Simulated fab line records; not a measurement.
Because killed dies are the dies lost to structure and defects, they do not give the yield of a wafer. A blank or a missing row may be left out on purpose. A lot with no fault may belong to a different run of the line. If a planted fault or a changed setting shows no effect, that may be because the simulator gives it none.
fab line records | flow nand_harc | part 2 of 2: steps 19 to 26 of 26
record: lots: 5 wafers: 15 last_day: 31
route steps=1302 shown A_CONTACT@1036
lots that met no fault: taken from a fault-free run of the same line
start_h: hours from the record's first day to the start of the lot's first wafer shown | wait_h: how many hours have passed since the lot's step before this one | " as in the row above | L1.1+2: several wafers, shown together as one row | - no value present, or no start provided | * or withheld: withheld | < > ~ a bound
route shown NAME@n: names a module that has steps shown in the file, with the first one's number in the route | usual: mean/standard deviation taken from wafers without a fault | same: alike in all rows | chamber/n: place in a boat | sites: readings site by site | _std_site: the values' standard deviation | _edge_site: outer sites' mean less inner sites' | radius_mm: how far each site lies from the wafer's centre | mask NAME#n: copy n | behind: the tool/chamber that last shaped the wafer | hold: reason for holding the lot/hours on hold/outcome of the hold | device: whichever transistor did not switch (one of n, p or np) | end of line: the same wafers' tests at the end of the route | where a step has no rows: the recipe by itself | killed: dies that structure and defects cost at the first sort, which is not the same as the wafer's yield | map: shows each die of a wafer: x if killed, . if not, _ if none is there
set.NAME: the setting the step ran with; set.NAME@STEP: the setting that earlier step ran with | model.NAME: the simulator's own value behind a step, which no gauge read
lots seen at some steps along the route; tables by step, rows by wafer
services: a tool's chamber out of use, with start hour (start_h, from the record's first day; less than 0 if before it), hours out, and reason
== steps ==
step: NHARC_A_CONTACT_ETCH_131
recipe: source_w: withheld pressure_mtorr: 20 bias_v: 3000 time_s: 197 target_depth_a: 19180 ar_flow_sccm: withheld c4f8_flow_sccm: withheld o2_flow_sccm: withheld chemistry: C4F8/O2/Ar
usual: oes_air_line_au: 1.001/0.02
columns lot.wafer tool chamber start_h wait_h oes_air_line_au rf_hours_counter_h
L076.2 har_cap_etch-02 1 508.80 0.1 0.990 92
L076.4 " 0 " " 0.962 -
L076.5 " 0 " " 0.971 -
L079.1 har_cap_etch-01 1 538.94 0.2 0.984 7
L079.4 " 1 " " 1.013 -
L079.5 " 1 " " 0.986 -
L087.2 har_cap_etch-03 1 632.11 0.1 0.983 66
L087.3 " 1 " " 0.997 -
L087.5 " 0 " " 0.966 -
L090.1 har_cap_etch-02 0 667.92 0.1 0.971 117
L090.2 " 1 " " 0.984 117
L090.5 " 1 " " 1.016 -
L092.1 har_cap_etch-02 0 684.41 0.1 1.027 119
L092.2 " 1 " " 1.002 119
L092.5 " 1 " " 0.991 -
step: NHARC_A_CONTACT_ETCH_132
recipe: source_w: withheld pressure_mtorr: 20 bias_v: 3000 time_s: 197 target_depth_a: 19240 ar_flow_sccm: withheld c4f8_flow_sccm: withheld o2_flow_sccm: withheld chemistry: C4F8/O2/Ar
usual: oes_air_line_au: 1.002/0.02
columns lot.wafer tool chamber start_h wait_h oes_air_line_au rf_hours_counter_h
L076.2 har_cap_etch-02 1 508.98 0.1 1.002 93
L076.4 " 0 " " 0.984 -
L076.5 " 0 " " 0.981 -
L079.1 har_cap_etch-01 1 539.11 0.1 1.009 8
L079.4 " 1 " " 1.021 -
L079.5 " 1 " " 1.017 -
L087.2 har_cap_etch-03 1 632.28 0.1 1.031 66
L087.3 " 1 " " 1.023 -
L087.5 " 0 " " 1.023 -
L090.1 har_cap_etch-02 0 668.09 0.1 1.005 117
L090.2 " 1 " " 0.998 117
L090.5 " 1 " " 1.004 -
L092.1 har_cap_etch-02 0 684.58 0.1 1.027 119
L092.2 " 1 " " 1.000 119
L092.5 " 1 " " 0.998 -
step: NHARC_A_CONTACT_ETCH_133
recipe: source_w: withheld pressure_mtorr: 20 bias_v: 400 time_s: 374 target_depth_a: 16100 ar_flow_sccm: withheld c4f8_flow_sccm: 11.5 o2_flow_sccm: 7.2 chemistry: C4F8/O2/Ar
usual: oes_air_line_au: 1.000/0.02
columns lot.wafer tool chamber start_h wait_h oes_air_line_au rf_hours_counter_h
L076.2 har_cap_etch-02 1 509.15 0.1 1.016 93
L076.4 " 0 " " 0.984 -
L076.5 " 0 " " 0.966 -
L079.1 har_cap_etch-01 1 539.29 0.1 1.037 8
L079.4 " 1 " " 1.064 -
L079.5 " 1 " " 1.034 -
L087.2 har_cap_etch-03 1 632.46 0.1 0.996 66
L087.3 " 1 " " 0.979 -
L087.5 " 0 " " 1.017 -
L090.1 har_cap_etch-02 0 668.27 0.1 0.981 117
L090.2 " 1 " " 1.023 117
L090.5 " 1 " " 1.036 -
L092.1 har_cap_etch-02 0 684.76 0.1 0.988 119
L092.2 " 1 " " 0.990 119
L092.5 " 1 " " 1.014 -
step: NHARC_A_CONTACT_ETCH_91
recipe: target_depth_a: 400 over_etch_frac: 0.5 time_s: 85.7 ion_energy_ev: 120 ch3f_flow_sccm: 50 o2_flow_sccm: 30 ar_flow_sccm: 200 rf_w: 500 bias_w: 100 chemistry: CH3F/O2
usual: bias_w: 99.99/0.29 ch3f_flow_sccm: 50.02/0.17 drypump_motor_current_A: 5.9/0.53 oes_product_au: 0.94/0.031 rf_vpp_V: 244.6/1.4 showerhead_plenum_p_Torr: 2.48/0.095 throttle_valve_pct: 20.664/0.0094
columns lot.wafer tool chamber start_h wait_h bias_w ch3f_flow_sccm drypump_motor_current_A oes_product_au rf_hours_counter_h rf_vpp_V showerhead_plenum_p_Torr throttle_valve_pct
L076.2 rie_diel-10 0 509.97 0.7 100.44 49.87 5.3 0.92 21 244.5 2.48 20.663
L076.4 " 1 " " 100.36 50.33 6.5 0.92 17 245.4 2.51 20.656
L076.5 " 2 " " 99.56 50.15 5.8 0.92 - 245.9 2.60 20.655
L079.4 rie_diel-10 2 540.08 0.6 99.80 49.82 5.8 0.94 22 246.1 2.60 20.662
L079.1 " 1 " " 99.95 49.69 6.5 0.93 23 245.2 2.51 20.673
L079.5 " 3 " " 99.73 50.16 6.5 0.93 - 245.6 2.42 20.668
L087.3 rie_diel-13 2 633.24 0.6 100.03 50.14 6.6 0.92 35 243.8 2.37 20.657
L087.2 " 1 " " 100.20 49.84 5.3 0.92 35 243.2 2.30 20.650
L087.5 " 3 " " 100.28 49.90 5.5 0.91 - 242.8 2.31 20.663
L090.2 rie_diel-10 0 669.09 0.7 99.46 49.76 5.3 0.92 11 245.2 2.47 20.653
L090.1 " 1 " " 100.11 50.05 6.5 0.91 11 244.7 2.50 20.666
L090.5 " 3 " " 99.86 50.18 6.5 0.91 - 243.4 2.42 20.657
L092.2 rie_diel-10 1 685.89 1.0 99.90 50.24 6.5 0.91 13 244.2 2.50 20.657
L092.1 " 2 " " 100.23 49.86 5.8 0.92 15 247.3 2.59 20.650
L092.5 " 3 " " 100.16 50.07 6.5 0.93 - 244.9 2.42 20.657
step: NHARC_A_CONTACT_ETCH_97
recipe: target_depth_a: 200 over_etch_frac: 0.5 time_s: 10 ion_energy_ev: 250 c4f6_flow_sccm: 25 o2_flow_sccm: 20 ar_flow_sccm: 500 rf_w: 600 bias_w: 500 chemistry: C4F6/O2
usual: bias_w: 499.9/1.7 drypump_motor_current_A: 5.9/0.52 oes_product_au: 0.951/0.026 rf_vpp_V: 547/3.2 showerhead_plenum_p_Torr: 3.95/0.15 throttle_valve_pct: 26.903/0.009
columns lot.wafer tool chamber start_h wait_h bias_w drypump_motor_current_A oes_product_au rf_hours_counter_h rf_vpp_V showerhead_plenum_p_Torr throttle_valve_pct
L076.2 rie_diel-10 3 - - 499.0 6.5 0.973 20 546 3.87 26.913
L076.4 " 1 " " 499.8 6.5 0.936 17 550 4.00 26.896
L076.5 " 0 " " 499.3 5.3 0.938 - 549 3.95 26.911
L079.4 rie_diel-10 3 - - 497.7 6.6 0.950 25 546 3.87 26.895
L079.1 " 0 " " 500.0 5.3 0.938 27 549 3.95 26.901
L079.5 " 0 " " 500.6 5.3 0.934 - 548 3.95 26.903
L087.2 rie_diel-13 0 - - 501.1 5.5 0.931 25 552 4.17 26.915
L087.3 " 2 " " 501.4 6.6 0.952 35 546 3.78 26.892
L087.5 " 3 " " 497.7 5.6 0.938 - 542 3.69 26.903
L090.2 rie_diel-10 1 - - 501.4 6.5 0.911 11 549 3.98 26.902
L090.1 " 3 " " 502.0 6.5 0.945 10 547 3.86 26.889
L090.5 " 0 " " 501.2 5.3 0.929 - 549 3.94 26.894
L092.1 rie_diel-10 0 - - 498.4 5.3 0.953 14 548 3.94 26.910
L092.2 " 1 " " 498.9 6.5 0.923 13 546 3.98 26.921
L092.5 " 2 " " 499.7 5.8 0.936 - 550 4.13 26.913
step: NHARC_A_CONTACT_CD_MEAS_80
usual: cd_nm: 290.0/0.77
columns lot.wafer tool chamber start_h wait_h cd_nm
L076.2 cd_sem-01 - 510.16 - 290.2
L076.4 " - " " 290.6
L076.5 " - " " 290.5
L079.1 cd_sem-01 - 540.30 - 290.7
L079.4 " - " " 290.4
L079.5 " - " " 289.8
L087.2 cd_sem-02 - 633.46 - 289.2
L087.3 " - " " 289.6
L087.5 " - " " 288.4
L090.1 cd_sem-01 - 669.28 - 291.6
L090.2 " - " " 291.1
L090.5 " - " " 291.0
L092.1 cd_sem-03 - 686.08 - 291.7
L092.2 " - " " 291.7
L092.5 " - " " 290.8
step: NHARC_A_CONTACT_STRIP_103
recipe: n2_flow_sccm: 150 h2_flow_sccm: 150 ar_flow_sccm: 0 bias_w: 0 chemistry: N2/H2
columns lot.wafer tool chamber start_h wait_h
L076.2+4+5 rie_diel-10 3,2,0 510.23 0.1
L079.1+4+5 rie_diel-10 0,1,0 540.37 0.1
L087.2+3+5 rie_diel-13 3,0,2 633.55 0.1
L090.2+1+5 rie_diel-10 0,1,3 669.37 0.1
L092.1+2+5 rie_diel-10 2,0,3 686.15 0.1
step: NHARC_A_CONTACT_STRIP_104
recipe: cf4_flow_sccm: 100 chf3_flow_sccm: 30 ar_flow_sccm: 0 bias_w: 0 chemistry: CF4/CHF3
columns lot.wafer tool chamber start_h wait_h
L076.4+2+5 rie_diel-10 0,2,0 510.33 0.1
L079.1+4+5 rie_diel-10 0,2,3 540.59 0.2
L087.2+3+5 rie_diel-13 2,0,2 633.63 0.1
L090.1+2+5 rie_diel-10 2,1,2 669.45 0.1
L092.1+2+5 rie_diel-10 2,0,2 686.25 0.1
== services ==
columns tool chamber start_h hours kind
arfi_scanner-02 - 485.61 4.0 pm
har_cap_etch-03 - 491.05 0.4 repair
har_cap_etch-01 - 497.00 17.0 pm
arfi_scanner-02 - 497.82 2.5 repair
litho_track-01 - 505.00 7.0 pm
rie_diel-13 - 521.62 9.0 pm
har_cap_etch-02 - 522.28 15.4 repair
litho_track-06 - 529.00 7.0 pm
rie_diel-03 - 533.13 0.7 repair
har_cap_etch-03 - 542.91 4.3 repair
rie_diel-03 2 543.29 7.7 repair
har_cap_etch-02 - 555.04 11.3 repair
arfi_scanner-01 - 559.58 5.6 repair
rie_diel-10 0 565.13 10.6 repair
rie_diel-10 1 570.87 4.5 repair
arfi_scanner-01 - 588.03 2.3 repair
rie_diel-10 3 596.81 1.9 repair
rie_diel-10 - 596.95 9.0 pm
rie_diel-03 2 625.40 19.0 repair
rie_diel-03 - 638.04 9.0 pm
rie_diel-10 - 641.96 0.8 repair
rie_diel-10 1 648.03 4.8 repair
rie_diel-10 3 651.17 4.0 repair
litho_track-01 - 680.00 7.0 pm
